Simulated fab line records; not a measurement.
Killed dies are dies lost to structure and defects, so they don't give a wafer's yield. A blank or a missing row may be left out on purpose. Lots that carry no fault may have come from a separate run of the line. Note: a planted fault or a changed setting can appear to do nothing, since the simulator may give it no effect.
Matching of chambers    flow nand harc    rie diel-04 running NHARC_P_ZERO_WELL_DESCUM_39: 4 sister chambers
The step chemistry O2, time 3 s. 20 wafers are shown with their chamber, then 10 later ones without.

== WAFERS, EACH WITH ITS CHAMBER ==
wafer   chamber  drypump motor current A (A)  showerhead plenum p Torr (Torr)  oes product au (a.u.)
L075.1  3        5.4                          1.91                             1.000
L075.5  1        4.9                          1.88                             1.000
L075.6  2        6.0                          1.86                             1.003
L076.1  2        6.0                          1.85                             1.007
L076.2  1        4.8                          1.88                             1.004
L076.3  0        5.4                          1.82                             1.000
L077.2  2        6.0                          1.85                             1.000
L077.3  3        5.4                          1.91                             0.989
L077.4  1        4.9                          1.88                             0.988
L079.1  0        5.4                          1.81                             1.000
L079.2  1        4.8                          1.88                             0.997
L079.6  0        5.4                          1.81                             1.004
L081.1  3        5.4                          1.90                             0.990
L081.5  1        4.8                          1.88                             0.983
L081.6  2        6.0                          1.85                             1.004
L084.1  0        5.4                          1.81                             0.997
L084.2  2        6.0                          1.85                             1.001
L084.6  1        4.8                          1.87                             0.995
L085.1  0        5.4                          1.81                             0.997
L085.4  2        6.1                          1.85                             1.000

SIGNATURES (averages over the wafers above)
reading                   chamber 0  chamber 1  chamber 2  chamber 3  scatter within a chamber
drypump motor current A   5.400      4.833      6.017      5.400      0.0368
showerhead plenum p Torr  1.8120     1.8783     1.8517     1.9067     0.00443
oes product au            0.99960    0.99450    1.00250    0.99300    0.00528
Rule: for each reading, subtract the chamber's mean from the wafer's reading, divide by that reading's scatter and square the result; add these up over the readings and take the root, which gives the wafer's distance from the chamber. If the next closest chamber is less than 2 further off than the closest, the wafer can't be placed; otherwise it belongs to the closest. The scatter: take each reading less its chamber's mean, square it, sum over the shown wafers, divide by the number of wafers less the number of chambers, and take the root.

== WAFERS WHOSE CHAMBER IS MISSING ==
wafer   drypump motor current A (A)  showerhead plenum p Torr (Torr)  oes product au (a.u.)
L085.6  4.8                          1.87                             1.002
L087.1  5.4                          1.80                             0.994
L087.2  5.4                          1.90                             0.998
L087.3  4.8                          1.87                             0.990
L090.2  6.0                          1.84                             1.004
L090.3  5.4                          1.80                             0.994
L090.6  4.8                          1.86                             1.004
L097.2  5.4                          1.80                             0.997
L097.4  4.9                          1.86                             0.991
L097.6  6.0                          1.83                             0.998

== CHAMBER TAKEN BY EACH ==
wafer   from the rows above  in truth
L085.6  1                    1
L087.1  0                    0
L087.2  3                    3
L087.3  1                    1
L090.2  2                    2
L090.3  0                    0
L090.6  1                    1
L097.2  0                    0
L097.4  1                    1
L097.6  2                    2
Placed correctly: 10 of 10. Can't be placed from these rows: 0. Number placed wrongly: 0.
